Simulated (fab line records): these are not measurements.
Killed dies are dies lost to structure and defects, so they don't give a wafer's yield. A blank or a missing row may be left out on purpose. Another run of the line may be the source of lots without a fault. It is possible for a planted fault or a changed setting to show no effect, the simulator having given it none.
Chamber matching :: flow n5 finfet :: N5_HKMG_FIN_CMP_94 on cmp-02 has 4 sister chambers
The step polishes, stops on SiNx, t overpolish 4.7 s, target thk 43.299 nm. 8 wafers are shown with their chamber, then 7 later ones without.

EACH WAFER AND ITS CHAMBER
wafer: L078.4
chamber: 0
motor current A (A): 12.1
slurry filter dp kPa (kPa): 13.47

wafer: L083.2
chamber: 0
motor current A (A): 11.8
slurry filter dp kPa (kPa): 13.63

wafer: L083.5
chamber: 2
motor current A (A): 14.3
slurry filter dp kPa (kPa): 13.68

wafer: L085.2
chamber: 1
motor current A (A): 12.8
slurry filter dp kPa (kPa): 13.59

wafer: L085.5
chamber: 3
motor current A (A): 10.9
slurry filter dp kPa (kPa): 13.57

wafer: L085.6
chamber: 2
motor current A (A): 13.8
slurry filter dp kPa (kPa): 13.55

wafer: L086.3
chamber: 1
motor current A (A): 13.7
slurry filter dp kPa (kPa): 13.38

wafer: L086.4
chamber: 3
motor current A (A): 11.2
slurry filter dp kPa (kPa): 13.61

WAFERS WHOSE CHAMBER IS MISSING
wafer: L086.5
motor current A (A): 13.7
slurry filter dp kPa (kPa): 13.53

wafer: L094.1
motor current A (A): 13.4
slurry filter dp kPa (kPa): 13.40

wafer: L094.2
motor current A (A): 13.6
slurry filter dp kPa (kPa): 13.52

wafer: L094.3
motor current A (A): 10.9
slurry filter dp kPa (kPa): 13.36

wafer: L095.1
motor current A (A): 11.5
slurry filter dp kPa (kPa): 13.56

wafer: L095.2
motor current A (A): 14.0
slurry filter dp kPa (kPa): 13.34

wafer: L095.3
motor current A (A): 11.5
slurry filter dp kPa (kPa): 13.27

CHAMBER TAKEN BY EACH
wafer: L086.5
from the rows above: can't be placed: 2 or 1
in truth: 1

wafer: L094.1
from the rows above: can't be placed: 1 or 2
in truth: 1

wafer: L094.2
from the rows above: can't be placed: 1 or 2
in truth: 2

wafer: L094.3
from the rows above: can't be placed: 3 or 0
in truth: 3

wafer: L095.1
from the rows above: can't be placed: 0 or 3
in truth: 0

wafer: L095.2
from the rows above: can't be placed: 1 or 2
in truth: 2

wafer: L095.3
from the rows above: can't be placed: 0 or 3 or 1
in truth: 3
Placed correctly: 0 of 7. These rows do not allow placing 7 (true chamber among the candidates in 7). 0 placed wrongly.
How it was worked out, from the rows above alone: a wafer's distance from a chamber is the root of the sum, over the readings, of the square of ((its reading less the chamber's mean) divided by the reading's scatter). The wafer belongs to the nearest chamber; if the next one is less than 2 further off, it can't be placed. A chamber's mean is the mean of its shown wafers. The scatter: take each reading less its chamber's mean, square it, sum over the shown wafers, divide by the number of wafers less the number of chambers, and take the root.
